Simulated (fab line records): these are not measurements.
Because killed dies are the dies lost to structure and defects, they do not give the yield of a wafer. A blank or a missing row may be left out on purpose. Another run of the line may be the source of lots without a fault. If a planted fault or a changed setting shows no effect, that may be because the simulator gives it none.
The tool behind it: which one?    flow n5Finfet    Sampling: 9 lots, 27 wafers, 8 of 1938 route steps

WHAT EACH GAUGE READ, for each wafer
N5_FIN_SAQP_CD_MEAS_16: target cd 35.6 nm. Usual: cdNm reads 35.5 nm (standard deviation 0.32).
lot   measured     on        cdNm (nm)       flag
L495  day 1 23:20  cdSem-03  35.2 35.2 35.3  
L498  day 2 16:00  cdSem-03  35.0 35.8 35.4  
L500  day 3 04:08  cdSem-03  35.9 35.4 35.6  
L504  day 4 04:02  cdSem-03  35.0 36.1 35.7  
L505  day 4 11:01  cdSem-03  35.4 35.2 34.9  
L507  day 5 00:04  cdSem-01  36.1 36.0 35.9  
L516  day 7 03:45  cdSem-01  35.8 35.6 35.6  
L517  day 7 09:54  cdSem-02  35.4 35.7 35.4  
L518  day 7 17:27  cdSem-03  35.5 35.1 35.1  

N5_FIN_SAQP_INSPECT_18: inspects for defects (brightfield). Usual: rawDefectCount reads 388 (standard deviation 110).
lot   measured     on                rawDefectCount  flag
L495  day 1 23:23  defectInspect-01  360 321 392     
L498  day 2 16:04  defectInspect-01  403 437 319     
L500  day 3 04:11  defectInspect-01  404 370 292     
L504  day 4 04:06  defectInspect-01  1525 1494 1505  OFF
L505  day 4 11:04  defectInspect-01  1418 1417 1389  OFF
L507  day 5 00:08  defectInspect-02  1355 1357 1348  OFF
L516  day 7 03:49  defectInspect-02  287 272 231     
L517  day 7 09:58  defectInspect-01  334 278 328     
L518  day 7 17:31  defectInspect-01  399 459 328     

N5_FIN_SAQP_INSPECT_40: inspects for defects (brightfield). Usual: rawDefectCount reads 221 (standard deviation 57).
lot   measured     on                rawDefectCount  flag
L495  day 2 04:08  defectInspect-02  247 158 245     
L498  day 2 21:06  defectInspect-02  257 170 186     
L500  day 3 08:22  defectInspect-01  241 216 192     
L504  day 4 09:05  defectInspect-02  1291 1230 1209  OFF
L505  day 4 16:49  defectInspect-01  1231 1257 1303  OFF
L507  day 5 05:23  defectInspect-01  1277 1283 1255  OFF
L516  day 7 09:20  defectInspect-01  185 117 160     
L517  day 7 17:30  defectInspect-01  275 164 330     
L518  day 7 23:50  defectInspect-02  193 275 209     

N5_FIN_CUT_INSPECT_10: inspects for defects (brightfield). Usual: rawDefectCount reads 39 (standard deviation 10).
lot   measured     on                rawDefectCount  flag
L495  day 2 04:31  defectInspect-01  36 29 36        
L498  day 2 21:29  defectInspect-02  48 32 33        
L500  day 3 08:53  defectInspect-01  44 28 26        
L504  day 4 09:28  defectInspect-02  1074 1095 1043  OFF
L505  day 4 17:12  defectInspect-02  1080 1051 1108  OFF
L507  day 5 05:47  defectInspect-01  1037 1113 1026  OFF
L516  day 7 09:43  defectInspect-01  37 24 31        
L517  day 7 18:01  defectInspect-01  38 22 47        
L518  day 8 00:14  defectInspect-01  37 57 62        

N5_BEOL_M4_RC_MEAS_101. Usual: DIBL_N 35.7 mV/V, standard deviation 1.3; DIBL_P 35.4 mV/V, standard deviation 1.8; IOFF_N 0.152 nA/um, standard deviation 0.027; IOFF_P 0.20 nA/um, standard deviation 0.034; ION_N 672 uA/um, standard deviation 9.8; ION_P 461 uA/um, standard deviation 7.5; SS_N 71.4 mV/dec, standard deviation 0.55; SS_P 73.1 mV/dec, standard deviation 0.61; VT_N 251 mV, standard deviation 3.3; VT_P -251 mV, standard deviation 3.6.
lot   measured      on         DIBL_N (mV/V)   DIBL_P (mV/V)   IOFF_N (nA/um)     IOFF_P (nA/um)  ION_N (uA/um)  ION_P (uA/um)  SS_N (mV/dec)   SS_P (mV/dec)   VT_N (mV)    VT_P (mV)       flag
L495  day 7 18:44   prober-02  37.2 35.0 35.2  39.2 38.2 36.6  0.199 0.160 0.161  0.27 0.24 0.22  681 672 684    469 465 467    72.2 71.1 71.0  74.2 73.9 73.7  247 248 248  -244 -246 -247  
L498  day 8 13:11   prober-02  34.3 34.6 33.5  36.0 34.9 35.0  0.149 0.144 0.146  0.18 0.17 0.17  676 664 670    457 455 459    70.9 71.6 70.7  72.8 72.0 73.0  252 254 251  -255 -253 -252  
L500  day 9 02:27   prober-02  35.6 38.0 37.0  36.1 39.5 37.8  0.174 0.237 0.203  0.24 0.32 0.27  679 694 691    472 484 481    71.7 72.4 71.8  73.4 73.6 73.5  247 243 243  -243 -242 -243  
L504  day 10 03:15  prober-02  36.5 37.6 37.4  34.9 35.7 36.3  0.147 0.154 0.156  0.19 0.21 0.21  671 669 675    458 459 458    72.1 71.6 72.1  73.5 73.0 73.0  251 250 253  -248 -251 -249  
L505  day 10 11:20  prober-02  37.7 35.7 34.8  38.4 35.6 34.8  0.186 0.148 0.139  0.26 0.22 0.21  680 662 677    466 463 465    72.5 71.3 70.7  74.4 73.1 73.3  250 250 250  -245 -248 -248  
L507  day 11 00:10  prober-02  35.2 34.1 35.6  34.3 33.3 35.7  0.139 0.125 0.146  0.16 0.15 0.17  649 659 653    445 449 445    71.2 70.1 71.2  73.1 73.0 73.2  252 251 254  -256 -256 -256  
L516  day 12 22:13  prober-02  35.3 37.8 35.5  35.0 38.1 35.2  0.137 0.182 0.137  0.18 0.22 0.18  679 689 678    464 468 466    70.7 71.5 71.0  72.9 73.6 73.5  254 249 250  -252 -249 -253  
L517  day 13 20:10  prober-01  34.3 36.4 35.3  34.6 36.6 35.2  0.123 0.150 0.124  0.18 0.20 0.17  663 673 667    458 464 456    71.2 71.5 71.2  72.0 73.5 72.7  253 250 253  -252 -250 -251  
L518  day 14 06:29  prober-02  34.8 33.8 35.4  33.5 32.4 34.7  0.121 0.104 0.132  0.19 0.17 0.20  674 653 668    459 457 467    70.5 70.8 71.3  73.0 72.3 73.0  254 259 252  -252 -253 -249  

TOOL THAT RAN EACH LOT (tool first, then ch and the chambers of the sampled wafers, then the start)
lot   N5_PMOS_HMC_CHANNEL_EPI_ETCH_32   N5_PMOS_HMC_CHANNEL_EPI_CMP_21  N5_FIN_SAQP_PRECLEAN_42
L495  rieDiel-04 ch 1,2, day 1 17:47    cmp-04 ch 1,3, day 1 20:08      wetBench-05 ch 5,6,7, day 1 21:02
L498  rieDiel-03 ch 1,2,3, day 2 11:34  cmp-04 ch 0,2, day 2 13:29      wetBench-05 ch 5,6,7, day 2 14:42
L500  rieDiel-03 ch 1,3, day 2 23:36    cmp-02 ch 0,2,3, day 3 01:37    wetBench-05 ch 0,5,6, day 3 02:27
L504  rieDiel-04 ch 0,1,2, day 3 23:44  cmp-02 ch 0,1,3, day 4 01:41    wetBench-05 ch 2,4,7, day 4 02:43
L505  rieDiel-02 ch 1,2, day 4 05:56    cmp-02 ch 0,1, day 4 08:49      wetBench-05 ch 0,3,5, day 4 09:43
L507  rieDiel-02 ch 1,3, day 4 17:38    cmp-04 ch 2,3, day 4 20:29      wetBench-05 ch 4,5,6, day 4 21:25
L516  rieDiel-04 ch 0,2,3, day 6 23:29  cmp-04 ch 0,2,3, day 7 01:29    wetBench-04 ch 1,4,7, day 7 02:14
L517  rieDiel-04 ch 0,1, day 7 05:35    cmp-04 ch 0,1,2, day 7 07:31    wetBench-04 ch 0,4,6, day 7 08:25
L518  rieDiel-03 ch 1,3, day 7 11:38    cmp-04 ch 1,2, day 7 13:58      wetBench-04 ch 2,3,7, day 7 14:46
- N5_PMOS_HMC_CHANNEL_EPI_ETCH_32: etches BARC in N2/H2, stops on SiO2, target depth 85.8 nm, time 50.3 s.
- N5_PMOS_HMC_CHANNEL_EPI_CMP_21: polishes SiGe30, target thk 54 nm.
- N5_FIN_SAQP_PRECLEAN_42: cleans in O3/DIW, time 60 s.

WHAT THE TOOLS THEMSELVES READ (means of the sampled wafers that have a number; where no wafer has one, the mark that the record gives instead)
N5_PMOS_HMC_CHANNEL_EPI_ETCH_32. Usual: chamberPressureMTorr 30.002 mTorr, standard deviation 0.029; drypumpMotorCurrentA 5.8 A, standard deviation 0.46; oesProductAu 0.64 a.u., standard deviation 0.04; rfVppV 523.2 V, standard deviation 2.4; showerheadPlenumPTorr 2.52 Torr, standard deviation 0.082; throttleValvePct 17.86 %, standard deviation 0.19.
lot   tool        chamberPressureMTorr (mTorr)  drypumpMotorCurrentA (A)  oesProductAu (a.u.)  rfVppV (V)  showerheadPlenumPTorr (Torr)  throttleValvePct (%)  flag
L495  rieDiel-04  29.995                        6.0                       0.66                 526.4       2.62                          17.81                 
L498  rieDiel-03  29.999                        5.7                       0.66                 523.6       2.51                          17.87                 
L500  rieDiel-03  29.986                        5.7                       0.67                 524.1       2.52                          17.83                 
L504  rieDiel-04  30.013                        5.8                       0.63                 525.0       2.57                          17.96                 
L505  rieDiel-02  30.008                        5.5                       0.64                 520.0       2.40                          17.47                 
L507  rieDiel-02  29.998                        6.1                       0.62                 523.6       2.53                          17.67                 
L516  rieDiel-04  29.997                        5.7                       0.61                 523.3       2.51                          18.10                 
L517  rieDiel-04  29.987                        5.9                       0.64                 525.7       2.61                          17.90                 
L518  rieDiel-03  30.015                        5.2                       0.61                 524.1       2.55                          17.92                 

N5_PMOS_HMC_CHANNEL_EPI_CMP_21. Usual: motorCurrentA 11.9 A, standard deviation 1.6; slurryFlowMlMin 150.0, standard deviation 0.45.
lot   tool    motorCurrentA (A)  slurryFlowMlMin  flag
L495  cmp-04  10.3               149.4            
L498  cmp-04  13.3               150.2            
L500  cmp-02  11.6               149.7            
L504  cmp-02  12.2               150.3            
L505  cmp-02  12.7               150.1            
L507  cmp-04  11.1               150.2            
L516  cmp-04  12.4               150.0            
L517  cmp-04  12.6               149.9            
L518  cmp-04  11.5               150.3            

N5_FIN_SAQP_PRECLEAN_42. Usual: tempC reads 22.00 C (standard deviation 0.1).
lot   tool         tempC (C)  flag
L495  wetBench-05  21.99      
L498  wetBench-05  21.90      
L500  wetBench-05  21.97      
L504  wetBench-05  21.93      
L505  wetBench-05  22.00      
L507  wetBench-05  21.95      
L516  wetBench-04  22.06      
L517  wetBench-04  22.02      
L518  wetBench-04  22.00      

THE ANSWER, worked out from the rows above alone
Rule: take the mean of a lot's wafers that have a number; if it is more than 3 standard deviations from the usual mean, the lot is off. A lot without any number at a reading at which 4 lots or more have one is off too. The other lots that the step has rows for count as sound. First the gauges in route order, then the tools' own readings, where a lot's mean is used as printed above. The first step at which some lot is off is used, and at that step the reading that is off furthest; a lot without a number counts as furthest.
Off: L504, L505, L507, at N5_FIN_SAQP_INSPECT_18 (rawDefectCount).
If a tool, at a process step before that reading, ran all the lots that are off and no sound lot after the first of them, it fits. Those tools and the gauges at N5_FIN_SAQP_INSPECT_18 are tried in the same way. One candidate fits, namely wetBench-05 at N5_FIN_SAQP_PRECLEAN_42. A fault onset in the window from L500 (day 3 02:27, its last sound lot) to L504 (day 4 02:43, its first lot off) fits.

WHAT THE SIMULATOR PUT IN
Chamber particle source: wetBench-05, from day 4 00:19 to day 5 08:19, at N5_FIN_SAQP_PRECLEAN_42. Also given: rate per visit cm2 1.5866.
Struck lots among those shown: L504, L505, L507. Same finding as the rule above.
